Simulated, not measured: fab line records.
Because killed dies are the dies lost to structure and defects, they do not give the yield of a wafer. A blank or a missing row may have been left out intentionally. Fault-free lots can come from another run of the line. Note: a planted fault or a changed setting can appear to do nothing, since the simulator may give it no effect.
Matching of chambers :: flow nandHarc :: rieDiel-03 running NHARC_P_M2_ETCH_35: 4 sister chambers
The step etches the open film in N2/H2, target depth 40 nm, overetch 12 nm, time 43.94 s. 8 wafers are shown with their chamber, then 7 later ones without.

== WAFERS, EACH WITH ITS CHAMBER ==
wafer: L189.2
chamber: 3
showerheadPlenumPTorr (Torr): 2.18
drypumpMotorCurrentA (A): 5.8

wafer: L188.3
chamber: 3
showerheadPlenumPTorr (Torr): 2.18
drypumpMotorCurrentA (A): 5.8

wafer: L188.6
chamber: 2
showerheadPlenumPTorr (Torr): 2.10
drypumpMotorCurrentA (A): 5.7

wafer: L202.3
chamber: 0
showerheadPlenumPTorr (Torr): 1.94
drypumpMotorCurrentA (A): 5.9

wafer: L202.5
chamber: 2
showerheadPlenumPTorr (Torr): 2.09
drypumpMotorCurrentA (A): 5.6

wafer: L202.6
chamber: 1
showerheadPlenumPTorr (Torr): 2.15
drypumpMotorCurrentA (A): 5.1

wafer: L205.1
chamber: 1
showerheadPlenumPTorr (Torr): 2.14
drypumpMotorCurrentA (A): 5.1

wafer: L205.3
chamber: 0
showerheadPlenumPTorr (Torr): 1.94
drypumpMotorCurrentA (A): 5.8

== WAFERS WITHOUT THEIR CHAMBER ==
wafer: L205.4
showerheadPlenumPTorr (Torr): 2.18
drypumpMotorCurrentA (A): 5.8

wafer: L209.1
showerheadPlenumPTorr (Torr): 2.09
drypumpMotorCurrentA (A): 5.6

wafer: L209.3
showerheadPlenumPTorr (Torr): 2.14
drypumpMotorCurrentA (A): 5.1

wafer: L209.6
showerheadPlenumPTorr (Torr): 2.18
drypumpMotorCurrentA (A): 5.8

wafer: L208.1
showerheadPlenumPTorr (Torr): 2.18
drypumpMotorCurrentA (A): 5.9

wafer: L208.2
showerheadPlenumPTorr (Torr): 2.14
drypumpMotorCurrentA (A): 5.1

wafer: L208.4
showerheadPlenumPTorr (Torr): 1.94
drypumpMotorCurrentA (A): 5.8

== WHICH CHAMBER EACH ONE RAN IN ==
wafer: L205.4
from the rows above: 3
in truth: 3

wafer: L209.1
from the rows above: 2
in truth: 2

wafer: L209.3
from the rows above: 1
in truth: 1

wafer: L209.6
from the rows above: 3
in truth: 3

wafer: L208.1
from the rows above: 3
in truth: 3

wafer: L208.2
from the rows above: 1
in truth: 1

wafer: L208.4
from the rows above: 0
in truth: 0
7 of 7 placed correctly. Can't be placed from these rows: 0. Placed wrongly: 0.
How it was worked out, from the rows above alone: a wafer's distance from a chamber is the root of the sum, over the readings, of the square of ((its reading less the chamber's mean) divided by the reading's scatter). The wafer belongs to the nearest chamber; if the next one is less than 2 further off, it can't be placed. Each chamber's mean is taken over the wafers shown for it. How the scatter is found: for the shown wafers, subtract from each reading the mean of its chamber, square and add these, divide the total by (wafers less chambers), then take the root.
